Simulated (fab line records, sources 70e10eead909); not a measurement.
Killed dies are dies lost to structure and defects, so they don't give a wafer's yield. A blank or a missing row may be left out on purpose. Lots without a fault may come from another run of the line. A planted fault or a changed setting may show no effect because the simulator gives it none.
Chamber matching | flow nand_harc | NHARC_P_M1_ETCH_35 on rie_diel-03: 4 sister chambers
The step etches the open film in N2/H2, target depth 40 nm, overetch 12 nm, time 43.94 s. 8 wafers are shown with their chamber, then 12 later ones without.

WAFERS WITH THEIR CHAMBER
wafer  | chamber | drypump_motor_current_A (A) | rf_vpp_V (V)
L087.5 | 0       | 6.04                        | 426.8
L085.6 | 2       | 6.03                        | 430.7
L088.1 | 2       | 6.04                        | 430.2
L088.2 | 3       | 5.73                        | 430.8
L088.4 | 1       | 6.18                        | 427.5
L091.1 | 0       | 6.03                        | 426.7
L091.2 | 3       | 5.72                        | 431.4
L091.3 | 1       | 6.20                        | 427.2

WAFERS WITHOUT THEIR CHAMBER
wafer  | drypump_motor_current_A (A) | rf_vpp_V (V)
L093.1 | 6.02                        | 430.5
L093.4 | 6.01                        | 428.5
L093.5 | 6.05                        | 428.1
L094.2 | 6.16                        | 428.5
L094.4 | 6.06                        | 432.2
L094.6 | 6.19                        | 427.3
L095.2 | 6.06                        | 428.2
L095.5 | 6.21                        | 428.1
L095.6 | 6.02                        | 429.8
L097.1 | 5.73                        | 429.2
L097.2 | 6.04                        | 432.7
L097.5 | 6.04                        | 427.3

WHICH CHAMBER EACH WENT THROUGH
wafer  | from the rows above     | in truth
L093.1 | 2                       | 2
L093.4 | can't be placed: 0 or 2 | 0
L093.5 | 0                       | 0
L094.2 | 1                       | 1
L094.4 | 2                       | 2
L094.6 | 1                       | 1
L095.2 | 0                       | 0
L095.5 | 1                       | 1
L095.6 | 2                       | 2
L097.1 | 3                       | 3
L097.2 | 2                       | 2
L097.5 | 0                       | 0
Placed correctly: 11 of 12. Can't be placed from these rows: 1 (the true chamber is among the candidates in 1). Placed wrongly: 0.
How it was worked out, from the rows above alone: a wafer's distance from a chamber is the root of the sum, over the readings, of the square of ((its reading less the chamber's mean) divided by the reading's scatter). The wafer belongs to the nearest chamber; if the next one is less than 2 further off, it can't be placed. A chamber's mean is the mean of its shown wafers. The scatter: the root of (the sum of the squares of (reading less its chamber's mean) over the shown wafers, divided by (wafers less chambers)).
